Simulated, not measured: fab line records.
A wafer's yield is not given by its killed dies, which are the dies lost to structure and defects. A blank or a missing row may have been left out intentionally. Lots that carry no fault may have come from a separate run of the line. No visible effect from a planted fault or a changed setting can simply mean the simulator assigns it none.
Which of the tools did it? | flow n5_finfet | 8 lots with 24 wafers sampled at 5 steps, on a route of 1938 steps

== WHAT THE GAUGES READ, wafer by wafer ==
N5_BEOL_M4_RC_MEAS_101. Usual: CJ_N 4.29, standard deviation 0.082; CJ_P 5.83, standard deviation 0.18; DIBL_N 36.3 mV/V, standard deviation 1.6; DIBL_P 36.4 mV/V, standard deviation 2.1; IOFF_N 0.16 nA/um, standard deviation 0.032; IOFF_N_85C 3.1 nA/um, standard deviation 0.53; IOFF_N_LIN 0.074 nA/um, standard deviation 0.012; IOFF_P 0.22 nA/um, standard deviation 0.044; IOFF_P_85C 3.7 nA/um, standard deviation 0.62; IOFF_P_LIN 0.102 nA/um, standard deviation 0.016; ION_N 675 uA/um, standard deviation 12; ION_P 463 uA/um, standard deviation 8.3; RS_NWELL 1037 ohm/sq, standard deviation 7.1; RS_PWELL 2998 ohm/sq, standard deviation 22; SS_N 71.6 mV/dec, standard deviation 0.64; SS_P 73.3 mV/dec, standard deviation 0.67; VT_N 250 mV, standard deviation 3.3; VT_P -250 mV, standard deviation 3.7.
lot  | measured     | on        | CJ_N           | CJ_P           | DIBL_N (mV/V)  | DIBL_P (mV/V)  | IOFF_N (nA/um) | IOFF_N_85C (nA/um) | IOFF_N_LIN (nA/um) | IOFF_P (nA/um) | IOFF_P_85C (nA/um) | IOFF_P_LIN (nA/um) | ION_N (uA/um) | ION_P (uA/um) | RS_NWELL (ohm/sq) | RS_PWELL (ohm/sq) | SS_N (mV/dec)  | SS_P (mV/dec)  | VT_N (mV)   | VT_P (mV)      | flag
L144 | day 10 11:23 | prober-01 | 4.38 4.32 4.27 | 5.88 6.18 6.03 | 33.7 33.8 35.0 | 33.5 33.5 35.4 | 0.13 0.12 0.15 | 2.6 2.4 2.9        | 0.063 0.058 0.069  | 0.19 0.19 0.22 | 3.3 3.3 3.6        | 0.093 0.093 0.102  | 671 659 664   | 471 464 463   | 1053 1048 1051    | 3006 2997 3021    | 71.2 71.0 71.5 | 72.6 73.0 72.8 | 252 254 250 | -249 -249 -251 |
L146 | day 10 10:26 | prober-02 | 4.21 4.26 4.26 | 5.70 5.71 5.66 | 38.8 35.0 36.4 | 38.2 33.1 35.1 | 0.18 0.12 0.15 | 3.6 2.4 3.0        | 0.082 0.057 0.070  | 0.23 0.16 0.20 | 4.0 2.9 3.4        | 0.106 0.081 0.094  | 684 666 686   | 466 455 464   | 1028 1026 1042    | 2967 2985 2966    | 71.7 70.6 71.9 | 73.9 73.1 73.5 | 252 256 251 | -247 -255 -251 |
L150 | day 11 12:28 | prober-01 | 4.32 4.41 4.33 | 5.90 5.86 5.59 | 36.8 36.9 37.2 | 38.9 38.7 40.1 | 0.19 0.19 0.20 | 3.6 3.6 3.8        | 0.086 0.084 0.093  | 0.26 0.26 0.29 | 4.3 4.3 4.7        | 0.119 0.119 0.128  | 690 682 697   | 472 471 486   | 1033 1043 1041    | 3011 3007 3002    | 71.3 71.8 71.9 | 74.1 73.6 74.9 | 249 249 247 | -248 -248 -245 |
L159 | day 13 21:56 | prober-02 | 2.58 2.55 2.56 | 2.25 2.21 2.21 | 42.8 46.0 50.4 | 43.5 40.3 43.2 | 0.45 0.75 1.19 | 7.4 11.4 16.8      | 0.115 0.119 0.139  | 0.58 0.46 0.66 | 8.5 7.1 9.6        | 0.159 0.138 0.156  | 699 685 694   | 487 471 475   | 982 985 979       | 2392 2358 2403    | 77.5 84.7 91.1 | 79.1 77.6 80.3 | 245 247 246 | -245 -245 -244 | OFF
L160 | day 13 20:44 | prober-01 | 2.60 2.57 2.60 | 2.26 2.22 2.26 | 44.3 54.6 46.3 | 41.8 46.3 37.9 | 0.55 1.74 0.79 | 9.0 23.8 12.1      | 0.134 0.151 0.121  | 0.47 0.94 0.33 | 7.1 12.6 5.2       | 0.156 0.172 0.119  | 713 674 691   | 481 466 471   | 976 978 983       | 2389 2395 2394    | 78.8 97.6 85.7 | 77.2 85.1 76.9 | 243 248 247 | -241 -245 -248 | OFF
L161 | day 14 11:29 | prober-02 | 4.36 4.34 4.43 | 5.81 5.97 5.83 | 34.9 37.0 37.3 | 35.0 37.8 37.6 | 0.14 0.18 0.18 | 2.7 3.4 3.5        | 0.068 0.082 0.083  | 0.19 0.24 0.23 | 3.3 4.1 3.9        | 0.098 0.115 0.111  | 666 681 685   | 465 469 467   | 1040 1035 1053    | 3032 3002 2986    | 71.3 71.4 71.3 | 72.3 73.3 73.4 | 251 246 244 | -251 -247 -249 |
L164 | day 15 14:51 | prober-02 | 4.22 4.26 4.33 | 5.78 5.81 6.01 | 35.6 34.9 36.8 | 35.1 34.2 35.7 | 0.12 0.12 0.14 | 2.5 2.4 2.7        | 0.058 0.059 0.063  | 0.18 0.17 0.19 | 3.3 3.0 3.3        | 0.090 0.084 0.091  | 648 672 667   | 450 464 461   | 1032 1036 1041    | 2984 2956 2962    | 71.4 70.7 70.9 | 73.4 73.2 72.4 | 255 254 252 | -253 -251 -253 |
L166 | day 16 21:25 | prober-01 | 4.44 4.38 4.49 | 6.13 6.13 6.01 | 35.7 37.1 35.8 | 34.9 36.6 35.0 | 0.15 0.17 0.15 | 3.0 3.2 3.0        | 0.072 0.077 0.074  | 0.21 0.23 0.21 | 3.6 4.0 3.6        | 0.097 0.106 0.098  | 665 670 680   | 459 462 463   | 1035 1031 1034    | 3033 3027 3032    | 71.9 72.6 72.4 | 72.9 73.0 72.9 | 250 248 253 | -250 -248 -251 |

== EACH LOT AND THE TOOL THAT RAN IT (in order: tool; ch and the chambers of the sampled wafers; start) ==
lot  | N5_WELL_APT_EPI_41             | N5_PMOS_HMC_CHANNEL_EPI_ETCH_32   | N5_PMOS_HMC_CHANNEL_EPI_ETCH_38 | N5_FIN_SAQP_ALD_61
L144 | epi_rpcvd-04 ch 0, day 1 22:14 | rie_diel-01 ch 0,1, day 1 23:26   | rie_si-05 ch 0,2,3, day 1 23:50 | ald_sin-03 ch 1,2, day 2 04:20
L146 | epi_rpcvd-03 ch 0, day 2 10:18 | rie_diel-04 ch 1,2, day 2 11:11   | rie_si-03 ch 1,2, day 2 11:35   | ald_sin-03 ch 0,1, day 2 17:04
L150 | epi_rpcvd-04 ch 0, day 3 10:58 | rie_diel-04 ch 0,1, day 3 11:56   | rie_si-04 ch 1,2,3, day 3 12:20 | ald_sin-03 ch 0,1,2, day 3 15:25
L159 | epi_rpcvd-04 ch 0, day 5 16:07 | rie_diel-04 ch 0,1,3, day 5 17:11 | rie_si-04 ch 0,1, day 5 17:36   | ald_sin-02 ch 1,3, day 5 20:26
L160 | epi_rpcvd-04 ch 0, day 5 22:40 | rie_diel-05 ch 0,1,3, day 6 00:00 | rie_si-05 ch 0,1,3, day 6 00:25 | ald_sin-01 ch 0,2,3, day 6 03:22
L161 | epi_rpcvd-01 ch 0, day 6 04:15 | rie_diel-05 ch 0,1, day 6 05:56   | rie_si-05 ch 1,2,3, day 6 06:22 | ald_sin-01 ch 1,2, day 6 09:20
L164 | epi_rpcvd-01 ch 0, day 6 22:40 | rie_diel-05 ch 1,2,3, day 6 23:52 | rie_si-04 ch 0,1,2, day 7 00:16 | ald_sin-01 ch 0,1,2, day 7 02:42
L166 | epi_rpcvd-01 ch 0, day 7 10:36 | rie_diel-05 ch 0,2,3, day 7 11:36 | rie_si-04 ch 0,1, day 7 12:00   | ald_sin-02 ch 0,2,3, day 7 14:37
- N5_WELL_APT_EPI_41: deposits Si from SiH4/H2, target thk 50 nm, time 297.7 s.
- N5_PMOS_HMC_CHANNEL_EPI_ETCH_32: etches BARC in N2/H2, stops on SiO2, target depth 85.8 nm, time 50.3 s.
- N5_PMOS_HMC_CHANNEL_EPI_ETCH_38: etches SiO2 in CF4, target depth 1.5 nm.
- N5_FIN_SAQP_ALD_61: deposits SiO2, target thk 4 nm, pulse time 1 s, purge time 2 s.

== AS READ BY THE TOOLS THEMSELVES (means over the sampled wafers that have a number; for cases with no such wafer, the mark the record gives instead) ==
N5_WELL_APT_EPI_41. Usual: chamber_pressure_Torr 20.00 Torr, standard deviation 0.045; run_length_s 357.3 s, standard deviation 2.8; throttle_valve_pct 11.05 %, standard deviation 0.17.
lot  | tool         | chamber_pressure_Torr (Torr) | run_length_s (s) | throttle_valve_pct (%) | flag
L144 | epi_rpcvd-04 | 20.04                        | 358.2            | 11.06                  |
L146 | epi_rpcvd-03 | 19.98                        | 355.4            | 10.82                  |
L150 | epi_rpcvd-04 | 19.95                        | 357.1            | 11.19                  |
L159 | epi_rpcvd-04 | 20.02                        | 536.7            | 11.04                  | OFF
L160 | epi_rpcvd-04 | 19.99                        | 544.1            | 11.02                  | OFF
L161 | epi_rpcvd-01 | 20.00                        | 363.0            | 11.14                  |
L164 | epi_rpcvd-01 | 19.95                        | 355.3            | 11.01                  |
L166 | epi_rpcvd-01 | 20.01                        | 355.4            | 11.23                  |

N5_PMOS_HMC_CHANNEL_EPI_ETCH_32. Usual: drypump_motor_current_A 5.5 A, standard deviation 0.51; n2_flow_sccm 200.1 sccm, standard deviation 0.61; oes_product_au 0.69 a.u., standard deviation 0.075; rf_vpp_V 524.4 V, standard deviation 2.5; showerhead_plenum_p_Torr 2.56 Torr, standard deviation 0.095; throttle_valve_pct 17.92 %, standard deviation 0.23.
lot  | tool        | drypump_motor_current_A (A) | n2_flow_sccm (sccm) | oes_product_au (a.u.) | rf_vpp_V (V) | showerhead_plenum_p_Torr (Torr) | throttle_valve_pct (%) | flag
L144 | rie_diel-01 | 6.2                         | 200.5               | 0.63                  | 526.5        | 2.65                            | 17.98                  |
L146 | rie_diel-04 | 5.6                         | 200.8               | 0.73                  | 522.8        | 2.46                            | 17.62                  |
L150 | rie_diel-04 | 5.7                         | 199.4               | 0.73                  | 522.8        | 2.51                            | 17.96                  |
L159 | rie_diel-04 | 5.8                         | 199.5               | 0.66                  | 523.4        | 2.51                            | 18.11                  |
L160 | rie_diel-05 | 5.2                         | 199.8               | 0.72                  | 525.5        | 2.61                            | 17.98                  |
L161 | rie_diel-05 | 5.1                         | 200.6               | 0.67                  | 527.3        | 2.67                            | 18.10                  |
L164 | rie_diel-05 | 5.5                         | 199.8               | 0.72                  | 523.7        | 2.54                            | 17.86                  |
L166 | rie_diel-05 | 5.1                         | 200.2               | 0.67                  | 523.9        | 2.52                            | 17.86                  |

N5_PMOS_HMC_CHANNEL_EPI_ETCH_38. Usual: drypump_motor_current_A 5.8 A, standard deviation 0.38; oes_product_au 0.997 a.u., standard deviation 0.019; throttle_valve_pct 21.76 %, standard deviation 0.21.
lot  | tool      | drypump_motor_current_A (A) | oes_product_au (a.u.) | throttle_valve_pct (%) | flag
L144 | rie_si-05 | 6.1                         | 1.000                 | 21.72                  |
L146 | rie_si-03 | 5.4                         | 0.987                 | 21.67                  |
L150 | rie_si-04 | 5.6                         | 1.005                 | 21.89                  |
L159 | rie_si-04 | 5.8                         | 1.004                 | 22.07                  |
L160 | rie_si-05 | 6.1                         | 0.985                 | 21.78                  |
L161 | rie_si-05 | 5.9                         | 0.990                 | 21.59                  |
L164 | rie_si-04 | 5.6                         | 0.986                 | 22.01                  |
L166 | rie_si-04 | 5.8                         | 0.999                 | 22.07                  |

N5_FIN_SAQP_ALD_61. Usual: chamber_pressure_Torr 2.000 Torr, standard deviation 0.0043; heater_power_w 476 W, standard deviation 40; precursor_pulse_height_rel 1.002, standard deviation 0.021.
lot  | tool       | chamber_pressure_Torr (Torr) | heater_power_w (W) | precursor_pulse_height_rel | flag
L144 | ald_sin-03 | 1.992                        | 514                | 1.012                      |
L146 | ald_sin-03 | 2.001                        | 440                | 0.996                      |
L150 | ald_sin-03 | 1.999                        | 472                | 1.007                      |
L159 | ald_sin-02 | 2.003                        | 501                | 0.986                      |
L160 | ald_sin-01 | 1.998                        | 455                | 1.006                      |
L161 | ald_sin-01 | 2.000                        | 505                | 0.988                      |
L164 | ald_sin-01 | 2.000                        | 492                | 0.978                      |
L166 | ald_sin-02 | 1.998                        | 463                | 0.980                      |

== THE ANSWER, worked out from the rows above alone ==
Rule: lot off if the mean of its wafers having a number is beyond 3 standard deviations from the usual mean. A lot without any number at a reading at which 4 lots or more have one is off too. Any other lot the step has rows for is counted as sound. First the gauges in route order, then the tools' own readings, where a lot's mean is used as printed above. At the first step where some lot is off, the reading lying furthest off is the one used; lots without a number count as furthest.
Off: L159, L160, at N5_BEOL_M4_RC_MEAS_101 (RS_PWELL).
A tool fits if, at a process step before that reading, it ran every lot that is off, and no sound lot after the first of them. The gauges at N5_BEOL_M4_RC_MEAS_101 aren't tried: what is off there is off at N5_WELL_APT_EPI_41 too, on other tools, and a gauge's error can't cause that. One fits: epi_rpcvd-04 at N5_WELL_APT_EPI_41. A fault onset in the window from L150 (day 3 10:58, its last sound lot) to L159 (day 5 16:07, its first lot off) fits.
On the lots that are off, the tool's own readings at N5_WELL_APT_EPI_41 differ by more than 5 times the standard deviation of the sound lots' means, which bears it out; run_length_s reads 540.4 s there versus 357.4 s on the sound lots.

== WHAT THE SIMULATOR HAD PUT IN ==
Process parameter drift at N5_WELL_APT_EPI_41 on epi_rpcvd-04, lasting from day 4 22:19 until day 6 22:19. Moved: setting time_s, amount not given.
Shown lots that were struck: L160, L159. This agrees with what the rule above found.
